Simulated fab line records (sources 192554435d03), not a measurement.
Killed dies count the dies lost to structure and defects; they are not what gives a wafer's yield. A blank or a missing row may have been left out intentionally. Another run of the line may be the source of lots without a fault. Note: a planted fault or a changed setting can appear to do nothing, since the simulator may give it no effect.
fab line records ; flow n5-finfet
record lots=7; wafers=21
route steps=1938 shown DUMMY_GATE@237 SD_EPI_P@296 SDB@348
start-h: hours from the record's first day to the start of the lot's first wafer shown ; wait-h: how many hours have passed since the lot's step before this one ; " repeats the value in the row above ; L1.1+2: a single row standing in for several wafers ; - either no value or no given start ; * or withheld: withheld ; < > ~ a bound
route shown NAME@n: a module of which the file shows steps, and the number in the route of the first ; usual: mean and standard deviation over wafers with no fault ; same: alike in all rows ; chamber/n: place in a boat ; sites: each site's reading ; _std_site: standard deviation of those values ; _edge_site: outer sites' mean less inner sites' ; radius-mm: how far each site lies from the wafer's centre ; mask NAME#n: copy n ; behind: the tool/chamber that last shaped the wafer ; hold: cause of the lot's hold/its duration in hours/its outcome ; device: the n, p or np transistor that did not switch ; end of line: at the end of the route, the tests of the same wafers ; where a step has no rows: the recipe by itself ; killed: count of dies lost to structure and defects at first sort (not the wafer's yield) ; map: a wafer's dies, x killed, . not, _ none there
set.NAME: the setting as run; set.NAME@STEP: as run at that earlier step ; model.NAME: the simulator's own value behind a step, which no gauge read
lots whose settings were changed on purpose; a table a step, a row a wafer
## steps
# step N5_DUMMY_GATE_ETCH_37
# recipe chemistry=N2/H2; target=SOC; target-depth-a=600; overetch-a=300; temp-c=40; ion-energy-ev=200; pressure-mtorr=30; source-w=840; bias-w=150; n2-flow-sccm=200; h2-flow-sccm=200
# usual rf-vpp-V=523.7/2.6
lot.wafer;tool;chamber;start-h;wait-h;set.source-w;rf-vpp-V;model.SiARC_of_DUMMY_GATE_COAT_35.thk-nm
L079.1;rie-diel-02;0;79.64;0.0;727.9;548.9;5.6
L079.4;rie-diel-02;2;79.64;0.0;840;527.1;5
L079.6;rie-diel-02;1;79.64;0.0;840;525.1;5.2
L080.1;rie-diel-02;2;84.38;0.0;840;528.1;5
L080.5;rie-diel-02;3;84.38;0.0;840;520.2;5
L080.6;rie-diel-02;2;84.38;0.0;840;526.7;5
L082.1;rie-diel-03;2;95.23;0.0;840;519.3;5.2
L082.2;rie-diel-03;3;95.23;0.0;877.9;511.4;5
L082.6;rie-diel-03;0;95.23;0.0;877.9;515.2;5
L084.2;rie-diel-02;1;106.00;0.0;840;525.4;5
L084.3;rie-diel-02;2;106.00;0.0;840;527.0;5
L084.4;rie-diel-02;3;106.00;0.0;840;522.0;5
L087.1;rie-diel-03;2;124.32;0.0;840;520.4;5.2
L087.4;rie-diel-03;2;124.32;0.0;840;520.5;5
L087.6;rie-diel-03;1;124.32;0.0;767.1;542.4;5.2
L089.3;rie-diel-06;2;137.61;0.0;840;520.1;5
L089.4;rie-diel-06;1;137.61;0.0;840;526.9;5
L089.5;rie-diel-06;3;137.61;0.0;840;523.7;5
L095.1;rie-diel-02;2;175.61;0.0;840;526.2;5
L095.3;rie-diel-02;3;175.61;0.0;840;523.0;5
L095.6;rie-diel-02;0;175.61;0.0;840;522.4;5
# step N5_DUMMY_GATE_STRIP_38
# recipe chemistry=N2/H2; temp-c=40; n2-flow-sccm=200; h2-flow-sccm=200; rf-frequency-hz=6e+07
# step N5_DUMMY_GATE_STRIP_39
# recipe chemistry=N2/H2; temp-c=40; n2-flow-sccm=200; h2-flow-sccm=200; rf-frequency-hz=6e+07
# step N5_DUMMY_GATE_TRIM_49
# recipe chemistry=O2; resist=SOC; time-s=29; target-cd-nm=14; source-power-w=300; bias-power-w=0; O2_flow_sccm=100; temp-c=20
lot.wafer;tool;chamber;start-h;wait-h;set.dose-mj@DUMMY_GATE_EXPOSE_12;model.DUMMY_GATE.cd-nm
L079.1;rie-si-03;3;79.72;0.0;34;14.4
L079.4;rie-si-03;1;79.72;0.0;36.16;12.8
L079.6;rie-si-03;2;79.72;0.0;34;14.2
L080.1;rie-si-03;1;84.47;0.0;34;13.6
L080.5;rie-si-03;3;84.47;0.0;34;13.8
L080.6;rie-si-03;0;84.47;0.0;34;14
L082.1+6;rie-si-03;2,0;95.31;0.0;35.6;13.4
L082.2;rie-si-03;0;95.31;0.0;34;14.2
L084.2;rie-si-03;0;106.08;0.0;34;14.2
L084.3+4;rie-si-03;1,2;106.08;0.0;36.29;13
L087.1+6;rie-si-03;1;124.40;0.0;34;13.8
L087.4;rie-si-03;3;124.40;0.0;34;14
L089.3;rie-si-03;1;137.69;0.0;34;13.6
L089.4;rie-si-03;2;137.69;0.0;35.41;13.4
L089.5;rie-si-03;3;137.69;0.0;35.41;13.2
L095.1;rie-si-06;0;175.70;0.0;34;14
L095.3;rie-si-06;1;175.70;0.0;34;13.6
L095.6;rie-si-06;2;175.70;0.0;34;13.4
# step N5_DUMMY_GATE_STRIP_40
# recipe chemistry=CF4; resist=SiARC; power-w=300; bias-power-w=75; pressure-mtorr=50; cf4-flow-sccm=150; rf-frequency-hz=6e+07
# step N5_DUMMY_GATE_ETCH_32
# recipe chemistry=CF4; target=SiO2; target-depth-a=35; time-s=3.9; ion-energy-ev=350; pressure-mtorr=10; icp-w=800; bias-w=400; cf4-flow-sccm=80
# step N5_DUMMY_GATE_ETCH_23
# recipe chemistry=HBr/Cl2/O2; HBr_flow_sccm=150; Cl2_flow_sccm=80; O2_flow_sccm=12; bias-w=102; target-depth-a=410; time-s=22.3; target=poly-Si; mask-material=SiO2; pressure-mtorr=10; icp-w=800
# step N5_DUMMY_GATE_ETCH_44
# recipe chemistry=HBr/O2; over-etch-frac=0.7; target-depth-a=1275; stop-on=SiO2; ion-energy-ev=60; bias-w=20; target=poly-Si; mask-material=SiO2; pressure-mtorr=20; icp-w=400; HBr_flow_sccm=120; O2_flow_sccm=10
lot.wafer;tool;chamber;start-h;wait-h;set.dose-mj@DUMMY_GATE_EXPOSE_12;model.DUMMY_GATE.cd-nm
L079.1;rie-si-01;2;80.36;0.0;34;15.4
L079.4;rie-si-01;3;80.36;0.0;36.16;13.6
L079.6;rie-si-01;0;80.36;0.0;34;14.8
L080.1;rie-si-06;0;85.26;0.0;34;14.6
L080.5+6;rie-si-06;1,2;85.26;0.0;34;15
L082.1;rie-si-06;3;95.84;0.0;35.6;14.2
L082.2;rie-si-06;0;95.84;0.0;34;15.2
L082.6;rie-si-06;1;95.84;0.0;35.6;14.4
L084.2;rie-si-01;3;106.61;0.0;34;15.2
L084.3+4;rie-si-01;1,2;106.61;0.0;36.29;14
L087.1;rie-si-03;2;125.18;0.0;34;15.2
L087.4+6;rie-si-03;2,3;125.18;0.0;34;15
L089.3;rie-si-01;2;138.35;0.0;34;14.6
L089.4;rie-si-01;3;138.35;0.0;35.41;14
L089.5;rie-si-01;1;138.35;0.0;35.41;14.2
L095.1;rie-si-03;0;176.39;0.0;34;15
L095.3+6;rie-si-03;2;176.39;0.0;34;14.6
# step N5_DUMMY_GATE_CD_MEAS_24
# recipe target-cd-nm=15
# usual cd-nm=15.0/0.31
lot.wafer;tool;chamber;start-h;wait-h;set.dose-mj@DUMMY_GATE_EXPOSE_12;cd-nm
L079.1;cd-sem-01;-;80.47;0.1;34;15.4
L079.4;cd-sem-01;-;80.47;0.1;36.16;13.1
L079.6;cd-sem-01;-;80.47;0.1;34;15.1
L080.1;cd-sem-03;-;85.37;0.1;34;14.7
L080.5;cd-sem-03;-;85.37;0.1;34;15.1
L080.6;cd-sem-03;-;85.37;0.1;34;15.3
L082.1;cd-sem-01;-;95.95;0.1;35.6;13.9
L082.2;cd-sem-01;-;95.95;0.1;34;15.2
L082.6;cd-sem-01;-;95.95;0.1;35.6;14.1
L084.2;cd-sem-01;-;106.72;0.1;34;15.1
L084.3;cd-sem-01;-;106.72;0.1;36.29;14.2
L084.4;cd-sem-01;-;106.72;0.1;36.29;14.0
L087.1;cd-sem-03;-;125.28;0.1;34;15.2
L087.4;cd-sem-03;-;125.28;0.1;34;14.9
L087.6;cd-sem-03;-;125.28;0.1;34;14.8
L089.3;cd-sem-03;-;138.47;0.1;34;14.5
L089.4;cd-sem-03;-;138.47;0.1;35.41;14.0
L089.5;cd-sem-03;-;138.47;0.1;35.41;14.2
L095.1;cd-sem-01;-;176.50;0.1;34;14.8
L095.3;cd-sem-01;-;176.50;0.1;34;14.9
L095.6;cd-sem-01;-;176.50;0.1;34;14.5
# step N5_DUMMY_GATE_ETCH_42
# recipe chemistry=CHF3/O2; target=SiO2; target-depth-a=35; time-s=31; ion-energy-ev=30; bias-w=12; pressure-mtorr=30; source-w=600; Ar_flow_sccm=200; CHF3_flow_sccm=50; O2_flow_sccm=5
lot.wafer;tool;chamber;start-h;wait-h;set.dose-mj@DUMMY_GATE_EXPOSE_12;model.DUMMY_GATE.cd-nm
L079.1;rie-diel-03;1;80.52;0.0;34;15.4
L079.4;rie-diel-03;0;80.52;0.0;36.16;13.4
L079.6;rie-diel-03;1;80.52;0.0;34;14.8
L080.1;rie-diel-03;0;85.42;0.0;34;14.6
L080.5+6;rie-diel-03;1,2;85.42;0.0;34;15
L082.1;rie-diel-03;3;96.00;0.0;35.6;14.2
L082.2;rie-diel-03;0;96.00;0.0;34;15.2
L082.6;rie-diel-03;0;96.00;0.0;35.6;14.4
L084.2;rie-diel-02;3;106.77;0.0;34;15.2
L084.3+4;rie-diel-02;2;106.77;0.0;36.29;14
L087.1;rie-diel-06;2;125.46;0.2;34;15.2
L087.4+6;rie-diel-06;1,2;125.46;0.2;34;15
L089.3;rie-diel-06;2;138.61;0.1;34;14.8
L089.4;rie-diel-06;0;138.61;0.1;35.41;14
L089.5;rie-diel-06;0;138.61;0.1;35.41;14.2
L095.1;rie-diel-03;1;176.55;0.0;34;15
L095.3+6;rie-diel-03;2,1;176.55;0.0;34;14.6
# step N5_SD_EPI_P_COAT_35
# recipe resist=SiARC; temp-c=220; time-s=60; spin-rpm=1500; resist-thk-nm=35
lot.wafer;tool;chamber;start-h;wait-h;set.spin-rpm;model.SiARC_of_SD_EPI_P_COAT_35.thk-nm
L079.1+4;litho-track-02;0;-;-;1500;35.2
L079.6;litho-track-02;0;-;-;1500;35
L080.1+5+6;litho-track-02;0;-;-;1500;35
L082.1;litho-track-03;0;-;-;1500;35.2
L082.2;litho-track-03;0;-;-;1500;35
L082.6;litho-track-03;0;-;-;1561;34.4
L084.2+3+4;litho-track-03;0;-;-;1500;35.2
L087.1;litho-track-02;0;-;-;1400;36.2
L087.4+6;litho-track-02;0;-;-;1500;35
L089.3;litho-track-02;0;-;-;1573;34.2
L089.4;litho-track-02;0;-;-;1500;35
L089.5;litho-track-02;0;-;-;1500;34.8
L095.1+3;litho-track-01;0;-;-;1543;34.6
L095.6;litho-track-01;0;-;-;1500;35
# step N5_SD_EPI_P_PEB_07
# recipe peb-temp-c=110; peb-time-s=60; resist=CAR-ArF-block
lot.wafer;tool;chamber;start-h;wait-h;set.peb-time-s
L079.1+4;litho-track-03;0;86.36;0.1;60
L079.6;litho-track-03;0;86.36;0.1;67.39
L080.1+5+6;litho-track-01;0;91.45;0.1;60
L082.1+2+6;litho-track-02;0;103.35;0.1;60
L084.2+3;litho-track-02;0;114.23;0.0;60
L084.4;litho-track-02;0;114.23;0.0;49.27
L087.1+6;litho-track-02;0;131.06;0.1;60
L087.4;litho-track-02;0;131.06;0.1;68.58
L089.3+4;litho-track-01;0;145.17;0.0;56.61
L089.5;litho-track-01;0;145.17;0.0;60
L095.1;litho-track-03;0;185.78;0.1;69.21
L095.3+6;litho-track-03;0;185.78;0.1;60
# step N5_SD_EPI_P_DEVELOP_08
# recipe develop-time-s=30; developer=TMAH; resist=CAR-ArF-block; dev-temp-c=23; rinse-liquid=diw; dry=air-spin
# step N5_SD_EPI_P_CD_MEAS_09
# recipe target-cd-nm=240; landing-energy-ev=500; detector=se-inlens
# usual cd-nm=240.2/0.79
lot.wafer;tool;chamber;start-h;wait-h;set.peb-time-s@SD_EPI_P_PEB_07;cd-nm
L079.1;cd-sem-01;0;86.43;-;60;238.8
L079.4;cd-sem-01;0;86.43;-;60;239.7
L079.6;cd-sem-01;0;86.43;-;67.39;244.2
L080.1;cd-sem-02;0;91.51;-;60;239.5
L080.5;cd-sem-02;0;91.51;-;60;240.0
L080.6;cd-sem-02;0;91.51;-;60;239.8
L082.1;cd-sem-02;0;103.42;-;60;240.2
L082.2;cd-sem-02;0;103.42;-;60;240.9
L082.6;cd-sem-02;0;103.42;-;60;240.9
L084.2;cd-sem-01;0;114.30;-;60;240.8
L084.3;cd-sem-01;0;114.30;-;60;240.4
L084.4;cd-sem-01;0;114.30;-;49.27;233.6
L087.1;cd-sem-03;0;131.13;-;60;240.4
L087.4;cd-sem-03;0;131.13;-;68.58;243.8
L087.6;cd-sem-03;0;131.13;-;60;239.7
L089.3;cd-sem-03;0;145.24;-;56.61;238.9
L089.4;cd-sem-03;0;145.24;-;56.61;239.8
L089.5;cd-sem-03;0;145.24;-;60;240.6
L095.1;cd-sem-01;0;185.85;-;69.21;245.7
L095.3;cd-sem-01;0;185.85;-;60;239.9
L095.6;cd-sem-01;0;185.85;-;60;240.5
# step N5_SD_EPI_P_DESCUM_14
# recipe chemistry=O2; time-s=7.9; source-power-w=50; bias-power-w=20; pressure-mtorr=20; rf-frequency-hz=2.712e+07; temp-c=40; resist=CAR-ArF-block; o2-flow-sccm=225
lot.wafer;tool;chamber;start-h;wait-h;set.peb-time-s@SD_EPI_P_PEB_07;model.SD_EPI_P.cd-nm
L079.1;rie-diel-02;3;86.52;0.0;60;238.8
L079.4;rie-diel-02;0;86.52;0.0;60;239.6
L079.6;rie-diel-02;3;86.52;0.0;67.39;244
L080.1+6;rie-diel-06;1,3;91.60;0.0;60;239.6
L080.5;rie-diel-06;0;91.60;0.0;60;240.2
L082.1;rie-diel-03;0;103.51;0.0;60;240.2
L082.2+6;rie-diel-03;2;103.51;0.0;60;240.8
L084.2;rie-diel-02;3;114.44;0.1;60;240.6
L084.3;rie-diel-02;1;114.44;0.1;60;240.4
L084.4;rie-diel-02;2;114.44;0.1;49.27;233.2
L087.1;rie-diel-02;3;131.22;0.0;60;240.8
L087.4;rie-diel-02;0;131.22;0.0;68.58;243.6
L087.6;rie-diel-02;2;131.22;0.0;60;240
L089.3;rie-diel-03;3;145.33;0.0;56.61;238.8
L089.4;rie-diel-03;3;145.33;0.0;56.61;239.8
L089.5;rie-diel-03;2;145.33;0.0;60;240.6
L095.1;rie-diel-02;2;185.94;0.0;69.21;245.4
L095.3;rie-diel-02;1;185.94;0.0;60;240
L095.6;rie-diel-02;2;185.94;0.0;60;240.6
# step N5_SD_EPI_P_ETCH_36
# recipe chemistry=CF4; target=SiARC; target-depth-a=455; mask-material=CAR-ArF-block; time-s=75.8; ion-energy-ev=80; pressure-mtorr=40; source-w=545; bias-w=36; Ar_flow_sccm=100; cf4-flow-sccm=100; ends=cleared
lot.wafer;tool;chamber;start-h;wait-h;set.spin-rpm@SD_EPI_P_COAT_35;set.peb-time-s@SD_EPI_P_PEB_07;model.SD_EPI_P.cd-nm;model.etch.depth-nm
L079.1;rie-diel-02;3;86.55;0.0;1500;60;238.8;35.16
L079.4;rie-diel-02;0;86.55;0.0;1500;60;239.6;35.13
L079.6;rie-diel-02;3;86.55;0.0;1500;67.39;244;35.09
L080.1;rie-diel-06;1;91.64;0.0;1500;60;239.6;34.91
L080.5;rie-diel-06;0;91.64;0.0;1500;60;240.2;34.97
L080.6;rie-diel-06;3;91.64;0.0;1500;60;239.6;34.95
L082.1;rie-diel-03;0;103.54;0.0;1500;60;240;35.13
L082.2;rie-diel-03;2;103.54;0.0;1500;60;240.8;35.07
L082.6;rie-diel-03;2;103.54;0.0;1561;60;240.6;34.46
L084.2;rie-diel-02;3;114.47;0.0;1500;60;240.6;35.12
L084.3;rie-diel-02;1;114.47;0.0;1500;60;240.6;35.14
L084.4;rie-diel-02;2;114.47;0.0;1500;49.27;233;35.18
L087.1;rie-diel-02;3;131.25;0.0;1400;60;241;36.13
L087.4;rie-diel-02;0;131.25;0.0;1500;68.58;243.8;34.99
L087.6;rie-diel-02;2;131.25;0.0;1500;60;240;34.94
L089.3;rie-diel-03;3;145.36;0.0;1573;56.61;238.8;34.21
L089.4;rie-diel-03;3;145.36;0.0;1500;56.61;239.8;34.9
L089.5;rie-diel-03;2;145.36;0.0;1500;60;240.4;34.85
L095.1;rie-diel-02;2;185.97;0.0;1543;69.21;245.4;34.56
L095.3;rie-diel-02;1;185.97;0.0;1543;60;239.8;34.55
L095.6;rie-diel-02;2;185.97;0.0;1500;60;240.6;34.97
# step N5_SD_EPI_P_ETCH_37
# recipe chemistry=N2/H2; target=SOC; overetch-a=1080; mask-material=SiARC; temp-c=40; ion-energy-ev=100; source-w=3000; bias-w=133; pressure-mtorr=20; time-s=486; n2-flow-sccm=200; h2-flow-sccm=200; ends=end-point
lot.wafer;tool;chamber;start-h;wait-h;set.spin-rpm@SD_EPI_P_COAT_35;model.SiARC_of_SD_EPI_P_COAT_35.thk-nm
L079.1+6;rie-diel-02;3;86.61;0.0;1500;19.6
L079.4;rie-diel-02;0;86.61;0.0;1500;20.2
L080.1+6;rie-diel-06;1,3;91.69;0.0;1500;19.8
L080.5;rie-diel-06;0;91.69;0.0;1500;20
L082.1+2;rie-diel-03;0,2;103.60;0.0;1500;20.2
L082.6;rie-diel-03;2;103.60;0.0;1561;19.4
L084.2;rie-diel-02;3;114.53;0.0;1500;19.6
L084.3+4;rie-diel-02;1,2;114.53;0.0;1500;19.8
L087.1;rie-diel-02;3;131.31;0.0;1400;20.6
L087.4;rie-diel-02;0;131.31;0.0;1500;19.6
L087.6;rie-diel-02;2;131.31;0.0;1500;19.8
L089.3;rie-diel-03;3;145.42;0.0;1573;19.4
L089.4;rie-diel-03;3;145.42;0.0;1500;19.8
L089.5;rie-diel-03;2;145.42;0.0;1500;20.2
L095.1;rie-diel-02;2;186.03;0.0;1543;19.2
L095.3;rie-diel-02;1;186.03;0.0;1543;19.4
L095.6;rie-diel-02;2;186.03;0.0;1500;19.6
# step N5_SDB_COAT_03
# recipe resist=SOC; temp-c=250; time-s=60; spin-rpm=1500; resist-thk-nm=100
lot.wafer;tool;chamber;start-h;wait-h;set.spin-rpm;model.SOC_of_SDB_COAT_03.thk-nm
L079.1;litho-track-03;0;97.40;0.1;1500;100.2
L079.4;litho-track-03;0;97.40;0.1;1424;102.6
L079.6;litho-track-03;0;97.40;0.1;1500;100.4
L080.1+6;litho-track-03;0;103.60;0.1;1500;99.8
L080.5;litho-track-03;0;103.60;0.1;1500;100
L082.1;litho-track-04;0;114.37;0.1;1500;99.8
L082.2;litho-track-04;0;114.37;0.1;1627;96.2
L082.6;litho-track-04;0;114.37;0.1;1500;100.4
L084.2;litho-track-04;0;125.45;0.1;1500;100.4
L084.3;litho-track-04;0;125.45;0.1;1384;104.6
L084.4;litho-track-04;0;125.45;0.1;1384;104.4
L087.1;litho-track-05;0;143.15;0.1;1500;99.8
L087.4;litho-track-05;0;143.15;0.1;1500;100
L087.6;litho-track-05;0;143.15;0.1;1569;97.8
L089.3;litho-track-05;0;156.36;0.1;1636;95.8
L089.4+5;litho-track-05;0;156.36;0.1;1500;100
L095.1;litho-track-05;0;197.07;0.1;1353;105.4
L095.3;litho-track-05;0;197.07;0.1;1500;100
L095.6;litho-track-05;0;197.07;0.1;1353;105
# step N5_SDB_ETCH_17
# recipe chemistry=CF4; target=SiARC; target-depth-a=234; mask-material=CAR-ArF; time-s=39; ion-energy-ev=80; pressure-mtorr=40; source-w=545; bias-w=36; Ar_flow_sccm=100; cf4-flow-sccm=100; ends=cleared
# usual rf-vpp-V=184.2/0.97
lot.wafer;tool;chamber;start-h;wait-h;set.bias-w;rf-vpp-V
L079.1;rie-diel-05;2;97.89;0.0;36;184.5
L079.4;rie-diel-05;1;97.89;0.0;36;185.2
L079.6;rie-diel-05;1;97.89;0.0;36;183.3
L080.1;rie-diel-05;2;103.96;0.0;36;184.0
L080.5;rie-diel-05;0;103.96;0.0;36;184.6
L080.6;rie-diel-05;3;103.96;0.0;36;184.2
L082.1;rie-diel-01;1;114.86;0.0;36;184.4
L082.2;rie-diel-01;3;114.86;0.0;36;184.2
L082.6;rie-diel-01;0;114.86;0.0;36;183.7
L084.2;rie-diel-01;0;125.95;0.0;33.25;174.8
L084.3;rie-diel-01;2;125.95;0.0;33.25;175.9
L084.4;rie-diel-01;3;125.95;0.0;33.25;174.2
L087.1;rie-diel-04;0;143.52;0.0;36;184.3
L087.4;rie-diel-04;3;143.52;0.0;36;184.8
L087.6;rie-diel-04;1;143.52;0.0;38.23;190.2
L089.3;rie-diel-01;1;156.73;0.0;36;185.3
L089.4;rie-diel-01;2;156.73;0.0;36;184.3
L089.5;rie-diel-01;1;156.73;0.0;33.95;176.1
L095.1;rie-diel-05;3;197.44;0.0;36;181.4
L095.3;rie-diel-05;0;197.44;0.0;31.79;170.5
L095.6;rie-diel-05;3;197.44;0.0;31.79;169.2
# step N5_SDB_ETCH_18
# recipe chemistry=N2/H2; target=SOC; target-depth-a=1000; overetch-a=200; mask-material=SiARC; temp-c=40; time-s=150; ion-energy-ev=200; pressure-mtorr=30; source-w=840; bias-w=150; n2-flow-sccm=200; h2-flow-sccm=200
lot.wafer;tool;chamber;start-h;wait-h;set.spin-rpm@SDB_COAT_03;model.etch.depth-nm
L079.1;rie-diel-05;2;97.93;0.0;1500;100.1
L079.4;rie-diel-05;1;97.93;0.0;1424;102.7
L079.6;rie-diel-05;1;97.93;0.0;1500;100.3
L080.1;rie-diel-05;2;104.00;0.0;1500;99.85
L080.5;rie-diel-05;0;104.00;0.0;1500;99.94
L080.6;rie-diel-05;3;104.00;0.0;1500;99.86
L082.1;rie-diel-01;1;114.90;0.0;1500;99.86
L082.2;rie-diel-01;3;114.90;0.0;1627;96.11
L082.6;rie-diel-01;0;114.90;0.0;1500;100.3
L084.2;rie-diel-01;0;125.98;0.0;1500;100.3
L084.3;rie-diel-01;2;125.98;0.0;1384;104.6
L084.4;rie-diel-01;3;125.98;0.0;1384;104.4
L087.1;rie-diel-04;0;143.56;0.0;1500;99.83
L087.4;rie-diel-04;3;143.56;0.0;1500;99.95
L087.6;rie-diel-04;1;143.56;0.0;1569;97.77
L089.3;rie-diel-01;1;156.76;0.0;1636;95.79
L089.4;rie-diel-01;2;156.76;0.0;1500;99.95
L089.5;rie-diel-01;1;156.76;0.0;1500;100.1
L095.1;rie-diel-05;3;197.47;0.0;1353;105.5
L095.3;rie-diel-05;0;197.47;0.0;1500;99.94
L095.6;rie-diel-05;3;197.47;0.0;1353;105
# step N5_SDB_STRIP_19
# recipe chemistry=N2/H2; temp-c=40; n2-flow-sccm=200; h2-flow-sccm=200; rf-frequency-hz=6e+07
# step N5_SDB_STRIP_21
# recipe chemistry=CF4; resist=SiARC; power-w=300; bias-power-w=75; pressure-mtorr=50; cf4-flow-sccm=150; rf-frequency-hz=6e+07
# step N5_SDB_HM_OPEN_20
# recipe chemistry=CH3F/O2; target=SiNx; mask-material=SOC; target-depth-a=240; stop-on=poly-Si; over-etch-frac=0.4; ion-energy-ev=120; pressure-mtorr=30; source-w=395; bias-w=73; Ar_flow_sccm=150; CH3F_flow_sccm=30; O2_flow_sccm=20
lot.wafer;tool;chamber;start-h;wait-h;set.spin-rpm@SDB_COAT_03;model.SOC_of_SDB_COAT_03.thk-nm
L079.1+6;rie-diel-05;2,1;98.09;0.0;1500;84.2
L079.4;rie-diel-05;1;98.09;0.0;1424;86.6
L080.1;rie-diel-05;2;104.16;0.0;1500;84
L080.5+6;rie-diel-05;0,3;104.16;0.0;1500;83.8
L082.1;rie-diel-01;1;115.06;0.0;1500;83.6
L082.2;rie-diel-01;3;115.06;0.0;1627;80
L082.6;rie-diel-01;0;115.06;0.0;1500;84
L084.2;rie-diel-01;0;126.14;0.0;1500;84.2
L084.3;rie-diel-01;2;126.14;0.0;1384;88.8
L084.4;rie-diel-01;3;126.14;0.0;1384;88.4
L087.1;rie-diel-04;0;143.71;0.0;1500;84.2
L087.4;rie-diel-04;3;143.71;0.0;1500;83.8
L087.6;rie-diel-04;1;143.71;0.0;1569;82
L089.3;rie-diel-01;1;156.92;0.0;1636;79.6
L089.4+5;rie-diel-01;2,1;156.92;0.0;1500;84
L095.1;rie-diel-05;3;197.63;0.0;1353;89.6
L095.3;rie-diel-05;0;197.63;0.0;1500;84.2
L095.6;rie-diel-05;3;197.63;0.0;1353;89
# step N5_SDB_STRIP_22
# recipe chemistry=N2/H2; power-w=1000; temp-c=250; h2-frac=0.65; overash-fraction=0.3; pressure-mtorr=withheld; n2-flow-sccm=1750; h2-flow-sccm=3250
# usual strip-time-to-endpoint-s=96.3/0.31
lot.wafer;tool;chamber;start-h;wait-h;set.spin-rpm@SDB_COAT_03;strip-time-to-endpoint-s
L079.1;plasma-asher-01;1;98.17;0.1;1500;96.4
L079.4;plasma-asher-01;0;98.17;0.1;1424;98.6
L079.6;plasma-asher-01;0;98.17;0.1;1500;96.5
L080.1;plasma-asher-01;0;104.24;0.1;1500;96.2
L080.5;plasma-asher-01;1;104.24;0.1;1500;96.1
L080.6;plasma-asher-01;0;104.24;0.1;1500;96.0
L082.1;plasma-asher-01;0;115.14;0.1;1500;95.8
L082.2;plasma-asher-01;1;115.14;0.1;1627;92.4
L082.6;plasma-asher-01;0;115.14;0.1;1500;96.3
L084.2;plasma-asher-01;1;126.22;0.1;1500;96.5
L084.3;plasma-asher-01;0;126.22;0.1;1384;100.7
L084.4;plasma-asher-01;1;126.22;0.1;1384;100.4
L087.1;plasma-asher-01;0;143.79;0.1;1500;96.4
L087.4;plasma-asher-01;1;143.79;0.1;1500;96.0
L087.6;plasma-asher-01;0;143.79;0.1;1569;94.4
L089.3;plasma-asher-01;0;157.13;0.2;1636;92.0
L089.4;plasma-asher-01;1;157.13;0.2;1500;96.3
L089.5;plasma-asher-01;0;157.13;0.2;1500;96.3
L095.1;plasma-asher-01;0;199.60;1.9;1353;101.5
L095.3;plasma-asher-01;1;199.60;1.9;1500;96.5
L095.6;plasma-asher-01;0;199.60;1.9;1353;101.0
## key
split step=N5_DUMMY_GATE_ETCH_37; setting=source-w; stated=840; by=wafer
response step=N5_DUMMY_GATE_ETCH_37; reading=rf-vpp-V; change=-1.9; per=1%; r=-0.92
response step=N5_DUMMY_GATE_ETCH_37; reading=model.SiARC_of_DUMMY_GATE_COAT_35.thk-nm; change=-0.0308; per=1%; r=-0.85
split step=N5_SD_EPI_P_COAT_35; setting=spin-rpm; stated=1500; by=wafer
response step=N5_SD_EPI_P_COAT_35; reading=model.SiARC_of_SD_EPI_P_COAT_35.thk-nm; change=-0.166; per=1%; r=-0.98
response step=N5_SD_EPI_P_ETCH_36; reading=model.etch.depth-nm; change=-0.16; per=1%; r=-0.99
response step=N5_SD_EPI_P_ETCH_37; reading=model.SiARC_of_SD_EPI_P_COAT_35.thk-nm; change=-0.14; per=1%; r=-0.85
split step=N5_SD_EPI_P_PEB_07; setting=peb-time-s; stated=60; by=wafer
response step=N5_SD_EPI_P_CD_MEAS_09; reading=cd-nm; change=+0.351; per=1%; r=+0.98
response step=N5_SD_EPI_P_DESCUM_14; reading=model.SD_EPI_P.cd-nm; change=+0.34; per=1%; r=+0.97
response step=N5_SD_EPI_P_ETCH_36; reading=model.SD_EPI_P.cd-nm; change=+0.348; per=1%; r=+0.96
split step=N5_SDB_COAT_03; setting=spin-rpm; stated=1500; by=wafer
response step=N5_SDB_COAT_03; reading=model.SOC_of_SDB_COAT_03.thk-nm; change=-0.491; per=1%; r=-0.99
response step=N5_SDB_ETCH_18; reading=model.etch.depth-nm; change=-0.5; per=1%; r=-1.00
response step=N5_SDB_HM_OPEN_20; reading=model.SOC_of_SDB_COAT_03.thk-nm; change=-0.498; per=1%; r=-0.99
response step=N5_SDB_STRIP_22; reading=strip-time-to-endpoint-s; change=*; per=1%; r=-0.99
split step=N5_SDB_ETCH_17; setting=bias-w; stated=36; by=wafer
response step=N5_SDB_ETCH_17; reading=rf-vpp-V; change=+1.06; per=1%; r=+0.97
split outside-this-file step=N5_DUMMY_GATE_EXPOSE_12 setting=dose-mj
# split outside-this-file: this setting was split too, and the file shows its column; the key of that split is in another file
